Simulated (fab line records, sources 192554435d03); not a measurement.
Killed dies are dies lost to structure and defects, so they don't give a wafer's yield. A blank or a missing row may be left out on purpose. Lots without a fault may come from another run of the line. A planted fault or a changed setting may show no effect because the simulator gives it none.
A struck lot beside a sound one | flow n5_finfet | 39 steps out of a route of 1938
Sound: wafers L143.1, L143.2, L143.4. Struck: wafers L139.1, L139.3, L139.6. The cause comes at the end.
At each step with rows: each side's tool, then ch and its chambers, then its first start. Under that, the readings that differ: sound wafers | struck wafers | difference of the means | sigmas: that difference in standard deviations of wafers without a fault.
alike: readings whose means differ by less than 2 such deviations, and words and numbers that are the same on both sides. not compared: withheld readings, readings that some wafer has no value for, bounds like >300 that may hide the same value, and numbers for which the record gives no deviation and whose values overlap.
The two part at a step that has a row with sigmas, a row that says differs or no value, or rows on one side only. Numbers that don't overlap but have no deviation are shown without sigmas and don't part them. A reading that every wafer of one side lacks parts them only if that side has two wafers or more.

first, 9 steps without rows for these wafers: N5_BEOL_M4_ANNEAL_95 (time 240 s); N5_BEOL_M4_SPUTTER_96 (material Cu, target thk 4.5 nm, time 8.29 s); N5_BEOL_M4_ECD_50 (material Cu, target thk 300 nm); N5_BEOL_M4_ANNEAL_51 (time 90 s); N5_BEOL_M4_CMP_52 (polishes, stops on SiOC, t overpolish 6.8 s, target thk 40 nm); N5_BEOL_M4_PRE_CLEAN_60 (time 15 s); N5_BEOL_M4_CO_CAP_55 (material Co, precursor CCTBA/H2, target thk 2 nm, time 102.1 s); N5_BEOL_M4_PRE_CLEAN_56 (time 15 s); N5_BEOL_M4_DEP_57 (deposits SiCN from 3MS/NH3, target thk 8 nm, time 14 s).
N5_BEOL_M4_RC_MEAS_101:
  sound on prober-02 ch 0, day 13 12:16; struck on prober-01 ch 0, day 12 20:17
  alike: DIBL_N, DIBL_P, IOFF_N, IOFF_P, ION_N, ION_P, SS_N, SS_P, VT_N, VT_P
then, 24 steps without rows for these wafers: N5_BEOL_M5_ILD_DEP_00 (deposits SiCOH lowk from DEMS/porogen, target thk 140.64 nm, time 25.9 s); N5_BEOL_M5_CURE_79 (cures SiCOH lowk, time 240 s); N5_BEOL_M5_PECVD_70 (deposits SiO2 from TEOS/O2, target thk 16 nm, time 18 s); N5_BEOL_M5_HM_DEP_02 (deposits TiN, target thk 20 nm); N5_BEOL_M5_COAT_59 (time 60 s, resist thk 60 nm); N5_BEOL_M5_COAT_60 (time 60 s, resist thk 12 nm); N5_BEOL_M5_COAT_71 (time 60 s, resist thk 5 nm); N5_BEOL_M5_COAT_05 (resist thk 30 nm); N5_BEOL_M5_EBR_07; N5_BEOL_M5_SOFTBAKE_06 (time 60 s); N5_BEOL_M5_EXPOSE_08 (exposes mask M5, target cd 28 nm); N5_BEOL_M5_PEB_09 (peb time 60 s); N5_BEOL_M5_DEVELOP_10 (develop time 30 s); N5_BEOL_M5_DESCUM_16 (chemistry O2, time 7 s); N5_BEOL_M5_ETCH_72 (etches underlayer in N2/H2, target depth 6.5 nm, time 5.2 s); N5_BEOL_M5_ETCH_61 (etches SiARC in CF4, target depth 15.6 nm, time 26 s); N5_BEOL_M5_ETCH_62 (etches SOC in N2/H2, target depth 75 nm, overetch 15 nm, time 112.5 s); N5_BEOL_M5_STRIP_63 (strips in N2/H2); N5_BEOL_M5_STRIP_73 (strips in N2/H2); N5_BEOL_M5_STRIP_64 (strips in CF4); N5_BEOL_M5_HM_OPEN_17 (chemistry Cl2/BCl3, target TiN, target depth 20 nm, overetch 6 nm); N5_BEOL_M5_STRIP_19 (strips in O2); N5_BEOL_M5_COAT_65 (time 60 s, resist thk 60 nm); N5_BEOL_M5_COAT_66 (time 60 s, resist thk 12 nm).
N5_BEOL_M9_ILD_DEP_00: deposits SiCOH lowk from DEMS/porogen, target thk 308.51 nm, time 58 s.
  sound on pecvd-04 ch 1,2, day 15 08:28; struck on pecvd-04 ch 0,1,2, day 14 16:52
  alike: chamber_pressure_Torr, heater_power_w, showerhead_plenum_p_Torr, throttle_valve_pct
N5_BEOL_M9_CURE_71: cures SiCOH lowk, time 240 s.
  sound on uv_cure-03 ch 1, day 15 08:35; struck on uv_cure-03 ch 2, day 14 16:56
  reading                                            | sound             | struck            | difference | sigmas
  model.SiCOH_lowk_of_BEOL_M9_ILD_DEP_00.thk_nm (nm) | 263.4 265.6 269.4 | 540.4 554.6 563.4 | +286.7     |
  alike: lamp_power_pct, wafer_temp_C_max
N5_BEOL_M9_THK_MEAS_01:
  sound on film_metro-01, day 15 09:06; struck on film_metro-02, day 14 17:27
  reading         | sound       | struck      | difference | sigmas
  M9_ILD_THK (nm) | 263 265 269 | 540 555 564 | +287       | +80
N5_BEOL_M9_CMP_52: polishes, stops on SiCOH lowk, t overpolish 7 s, target thk 140 nm.
  sound on cmp-04 ch 1,2,3, day 15 18:28; struck on cmp-03 ch 0,3, day 15 00:31
  reading                                            | sound             | struck            | difference | sigmas
  barrier_field_endpoint_s (s)                       | 27.2 28.2 28.4    | 29.4 30.3 29.7    | +1.9       | +2
  time_to_endpoint_s (s)                             | 63.3 65.5 65.7    | 69.4 72.0 70.8    | +5.9       | +2
  model.SiCOH_lowk_of_BEOL_M9_ILD_DEP_00.thk_nm (nm) | 260.4 262.6 266.4 | 537.4 551.6 560.4 | +286.7     |
  alike: motor_current_A, overpolish_run_s, retaining_ring_pressure_frac
-- the record jumps here: 2 days lie between the struck wafers' starts before and after (it left off in module BEOL_M9 and takes up again in module PASSIVATION, whose first step shown is number 1936 of the route) --
N5_PASSIVATION_PROBE_49:
  sound on prober-02, day 18 00:25; struck on prober-02, day 17 06:11
  reading                  | sound | struck         | difference | sigmas
  defect_limited_yield (%) | 90.8  | 0 0 0          | -91        | -76
  killed_at_M0_to_M3       | 33    | 168 117 169    | +118       | +11
  killed_at_M4_up          | 15    | 960 1015 961   | +964       | +99 or more
  killed_dies              | 108   | 1180 1180 1180 | +1072      | +71
  killed_on_rim            | 21    | 152 152 152    | +131       | +36
  sort_bin_5_function (%)  | 5.5   | 93.3 93.4 92.0 | +87.4      | +99 or more
  sort_n_pass              | 1072  | 0 0 0          | -1072      | -71
  sort_yield_pct (%)       | 90.8  | 0 0 0          | -91        | -76
  alike: killed_at_contacts, killed_at_front_end, killed_at_other, killed_open, killed_short, sort_bin_6_memory

WHERE THEY PART
First at N5_BEOL_M9_THK_MEAS_01; last, within this record, at N5_PASSIVATION_PROBE_49.

WHY: what the simulator had put in
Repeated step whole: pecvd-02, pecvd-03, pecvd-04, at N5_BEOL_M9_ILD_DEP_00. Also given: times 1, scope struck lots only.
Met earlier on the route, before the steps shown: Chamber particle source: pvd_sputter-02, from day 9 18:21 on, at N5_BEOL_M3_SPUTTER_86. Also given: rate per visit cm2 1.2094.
